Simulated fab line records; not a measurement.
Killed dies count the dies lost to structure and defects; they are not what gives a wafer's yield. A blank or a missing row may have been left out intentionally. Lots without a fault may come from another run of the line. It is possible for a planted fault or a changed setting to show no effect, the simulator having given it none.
Split-lot experiment    flow n5Finfet    7 lots, 21 wafers read, on a route of 1938 steps

## ABOUT THE SPLIT
At N5_BEOL_M4_EXPOSE_25 (exposes mask V3, defocus 5 nm), the setting doseMj was moved away from the recipe's 63 on 6 of the 21 wafers read, by -7.0% to +6.7%. This setting was run at the recipe's value on the other wafers.

## FROM THE SPLIT TO THE READING: what the file shows between them, 2 steps
- N5_BEOL_M4_PEB_26: peb time 60 s
- N5_BEOL_M4_DEVELOP_27: develop time 30 s

## THE READING
cdNm, in nm, at N5_BEOL_M4_CD_MEAS_28 (target cd 26.2 nm, target cd y 24.1 nm). Typical for fault-free wafers on this fab line: 26.27 nm, with standard deviation 0.24 nm.

wafer   tool, chamber at the split  doseMj as run  against the recipe  cdNm, nm  against lot-mates on the recipe
L075.1  euvScanner-02, 0            63             recipe              26.13     -
L075.3  euvScanner-02, 0            63             recipe              26.24     -
L075.4  euvScanner-02, 0            63             recipe              26.46     -
L080.2  euvScanner-01, 0            66.15          +5.0%               27.34     +0.74
L080.4  euvScanner-01, 0            66.15          +5.0%               27.56     +0.96
L080.6  euvScanner-01, 0            63             recipe              26.60     -
L088.1  euvScanner-02, 0            66.58          +5.7%               27.55     +1.15
L088.3  euvScanner-02, 0            63             recipe              26.40     -
L088.4  euvScanner-02, 0            66.58          +5.7%               27.41     +1.01
L090.3  euvScanner-01, 0            63             recipe              26.24     -
L090.4  euvScanner-01, 0            63             recipe              26.33     -
L090.6  euvScanner-01, 0            63             recipe              26.21     -
L091.3  euvScanner-02, 0            63             recipe              26.49     -
L091.5  euvScanner-02, 0            63             recipe              25.96     -
L091.6  euvScanner-02, 0            63             recipe              25.92     -
L093.2  euvScanner-02, 0            63             recipe              26.16     -
L093.3  euvScanner-02, 0            63             recipe              25.87     -
L093.6  euvScanner-02, 0            58.58          -7.0%               24.62     -1.39
L095.2  euvScanner-01, 0            67.25          +6.7%               27.64     +1.11
L095.3  euvScanner-01, 0            63             recipe              26.54     -
L095.5  euvScanner-01, 0            63             recipe              26.52     -

THE FIT
A straight line over all 21 wafers: cdNm changes by +0.222 nm for each +1% of doseMj; r = +0.96; the points scatter about the line by 0.21 nm.
The same after taking each lot's own level away (the mean of its wafers on the recipe; 21 wafers): +0.183 nm for each +1%; r = +0.97; scatter 0.14 nm.
That fit puts the effect of the largest move of doseMj on the reading at 1.3 nm.
From 26.015 to 26.600 nm: that is the span of the lots' own levels, equal to 2.4 times the standard deviation above.
So the slope is not independent of the lot-to-lot level: the two fits are not the same.
Check: with one of the wafers moved furthest among these (-7.0%) left out of the fit, the line predicts -1.24 nm for it against its lot-mates. Against them it came out at -1.39 nm.

## THE FILE'S OWN FIT
cdNm changes by +0.182 nm for each +1% of doseMj, r = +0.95.
